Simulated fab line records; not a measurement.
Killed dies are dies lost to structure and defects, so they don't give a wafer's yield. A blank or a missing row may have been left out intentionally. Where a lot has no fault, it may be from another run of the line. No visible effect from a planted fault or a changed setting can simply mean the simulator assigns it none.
Struck lot and sound lot, side by side | flow nandHarc | 15 out of 1302 route steps
Sound: wafers L835.2, L835.3, L835.5. The struck wafers were L841.1, L841.3, L841.6. At the end, the cause is stated.
At each step with rows: each side's tool, then ch and its chambers, then its first start. Under that, the readings that differ: sound wafers | struck wafers | difference of the means | sigmas: that difference in standard deviations of wafers without a fault.
alike: readings whose means differ by less than 2 such deviations, and words and numbers that are the same on both sides. not compared: withheld readings, readings that some wafer has no value for, bounds like >300 that may hide the same value, and numbers for which the record gives no deviation and whose values overlap.
The two part at a step that has a row with sigmas, a row that says differs or no value, or rows on one side only. Numbers that have no deviation but don't overlap get no sigmas and don't part them. A reading that every wafer of one side lacks parts them only if that side has two wafers or more.

first, 2 steps without rows for these wafers: NHARC_A_CONTACT_ETCH_139 (etches the open film in C4F8/O2/Ar, time 195 s, target depth 840 nm); NHARC_A_CONTACT_ETCH_92 (etches the open film in CH3F/O2, target depth 40 nm, time 85.7 s).
NHARC_A_CONTACT_ETCH_98: etches the open film in C4F6/O2, target depth 20 nm, time 10 s.
  sound: rieDiel-01 ch 0,1,3; struck: rieDiel-12 ch 2,3
  alike: drypumpMotorCurrentA, mfcArSccm, oesProductAu, rfVppV, showerheadPlenumPTorr, throttleValvePct
  not compared: rfHoursCounterH
NHARC_A_CONTACT_CD_MEAS_15:
  sound: cdSem-03 at day 26 23:14; struck: cdSem-02 at day 29 02:17
  alike: cdNm
then, 3 steps without rows for these wafers: NHARC_A_CONTACT_STRIP_107 (strips in N2/H2); NHARC_A_CONTACT_STRIP_108 (strips in CF4/CHF3); NHARC_A_CONTACT_STRIP_109 (strips in O2/COS).
NHARC_A_CONTACT_ETCH_110: etches the open film in CF4/O2, target depth 60 nm, overetch 6 nm, time 33 s.
  sound on rieDiel-01 ch 0,3, day 26 23:31; struck on rieDiel-01 ch 1,3, day 29 02:35
  alike: drypumpMotorCurrentA, mfcArSccm, oesProductAu, rfVppV, showerheadPlenumPTorr, throttleValvePct
  not compared: rfHoursCounterH
NHARC_A_CONTACT_STRIP_26: strips in O2.
  sound: rieDiel-01 ch 0,2,3; struck: rieDiel-01 ch 1,2,3
  alike: drypumpMotorCurrentA, mfcArSccm, oesProductAu, rfVppV, showerheadPlenumPTorr, throttleValvePct
  not compared: rfHoursCounterH
then, 1 step without rows for these wafers: NHARC_A_CONTACT_STRIP_27 (strips in post etch residue remover, time 600 s).
NHARC_A_CONTACT_ALD_18: deposits TiN, target thk 3 nm, pulse time 1 s, ald cycles 150.
  sound on aldMetal-03 ch 0,2,3, day 27 00:13; struck on aldMetal-02 ch 1,2,3, day 29 03:19
  alike: heaterPowerW, precursorPulseHeightRel
NHARC_A_CONTACT_CVD_19: deposits W, target thk 300 nm, time 802 s.
  sound: cvdW-02 ch 0,1; struck: cvdW-02 ch 0,1
  alike: heaterPowerW, mfcArSccm, throttleValvePct
NHARC_A_CONTACT_CMP_20: polishes, t overpolish 30 s, target thk 300 nm.
  sound on cmp-01 ch 1,2,3, day 27 01:17; struck on cmp-01 ch 0,1,3, day 29 04:23
  no value came back on the struck wafers for any of 5 readings (edgeZonePressureFrac, motorCurrentA (A) and others); on the sound wafers edgeZonePressureFrac reads 1.003 1.008 1.008
next, for these wafers, 1 step has no rows: NHARC_A_CONTACT_SRD_22.
NHARC_A_CONTACT_INSPECT_23:
  sound: defectInspect-01 at day 27 01:40; struck: defectInspect-02 at day 29 04:46
reading        | sound       | struck         | difference | sigmas
rawDefectCount | 463 613 497 | 2821 2763 2704 | +2238      | +20

## WHERE THEY PART
First at NHARC_A_CONTACT_CMP_20; last, within this record, at NHARC_A_CONTACT_INSPECT_23.

WHY: what the simulator had put in
Beginning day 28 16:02, the whole step at NHARC_A_CONTACT_CMP_20 was skipped on cmp-01. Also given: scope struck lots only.
